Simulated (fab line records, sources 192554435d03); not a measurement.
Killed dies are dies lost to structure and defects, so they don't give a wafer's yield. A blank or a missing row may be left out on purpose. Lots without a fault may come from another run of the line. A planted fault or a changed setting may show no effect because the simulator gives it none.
Problem report in the 8D (eight disciplines) form, filled by code | flow n5_finfet | the parts of the form that need people (team, actions taken, sign-off) are left out

1. THE PROBLEM
etch_rf_on_time_s at N5_FIN_CUT_ETCH_30 reads a mean of 7.13 s on 1 wafer of 1 lot; wafers without a fault read 10.43 s with a standard deviation of 0.19. That is -17 standard deviations from the usual mean.
The step: etches underlayer in N2/H2, target depth 13 nm, time 10.4 s.
First seen on wafer L465.4, day 3 09:31, on rie_diel-03. The record holds 27 wafers of 9 lots with a number at this step. Rule for "out", or "out of limits": more than 4 standard deviations from the usual mean. The other wafers with a number count as sound.

2. WHAT IT IS AND WHAT IT IS NOT
question                    | is                | is not
which readings at this step | etch_rf_on_time_s | drypump_motor_current_A, rf_vpp_V, showerhead_plenum_p_Torr, throttle_valve_pct
which lots                  | L465              | L472, L475, L478, L479, L480, L481, L482, L483
which wafers of those lots  | L465.4            | L465.1, L465.3
read on which tools         | rie_diel-03       | rie_diel-02, rie_diel-04
when                        | from day 3 09:31  | up to then (2 sound wafers); but 24 sound wafers of L472, L475, L478, L479, L480, L481, L482, L483 came after

3. SUSPECTS, AND WHAT RULES EACH OUT
Counting: a tool at a process step up to the reading stays a suspect if it ran every lot that is out. Sound lots after the first of them don't rule it out here, since some wafers of a struck lot are sound.
- rie_diel-03 at N5_FIN_CUT_ETCH_30 (etches underlayer in N2/H2, target depth 13 nm, time 10.4 s): kept. It ran the lot that is out, L465 (day 3 09:31). Its own readings are out on those wafers: etch_rf_on_time_s.
- Within rie_diel-03 at N5_FIN_CUT_ETCH_30: the wafers that are out ran in chamber 2; their sound lot-mates ran in chambers 1, 3.
Left after counting: rie_diel-03 at N5_FIN_CUT_ETCH_30.

4. THE CAUSE (what the simulator had put in)
Process parameter drift: rie_diel-03, from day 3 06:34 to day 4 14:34, at N5_FIN_CUT_ETCH_30. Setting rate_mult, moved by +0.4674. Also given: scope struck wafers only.
Counting left only this tool.

5. THE CHAIN OF EFFECTS, in route order
Each row: a reading whose mean over the struck wafers that have a number lies more than 3 standard deviations from the usual. Only readings for which the record gives a usual standard deviation are gone through. hours: the time from each lot's start at the first step in this table that gives one to its start at this step, as a median over the lots. sigmas: the change in usual standard deviations.
hours | step               | reading           | usual     | on struck wafers | change | sigmas
0     | N5_FIN_CUT_ETCH_30 | etch_rf_on_time_s | 10.43 s   | 7.13             | -3.30  | -17
0     | N5_FIN_CUT_ETCH_30 | oes_product_au    | 0.66 a.u. | 0.84             | +0.18  | +3.1
The process steps in it:
- N5_FIN_CUT_ETCH_30: etches underlayer in N2/H2, target depth 13 nm, time 10.4 s.
Later measuring or inspecting steps at which every struck wafer that the step has a row for has a number for every such reading, and none has moved that far: N5_BEOL_M4_RC_MEAS_101.

6. WHAT WOULD HAVE CAUGHT IT SOONER
In this record the first reading out of limits was taken at day 3 09:31, 3 hours after the fault began at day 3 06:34.
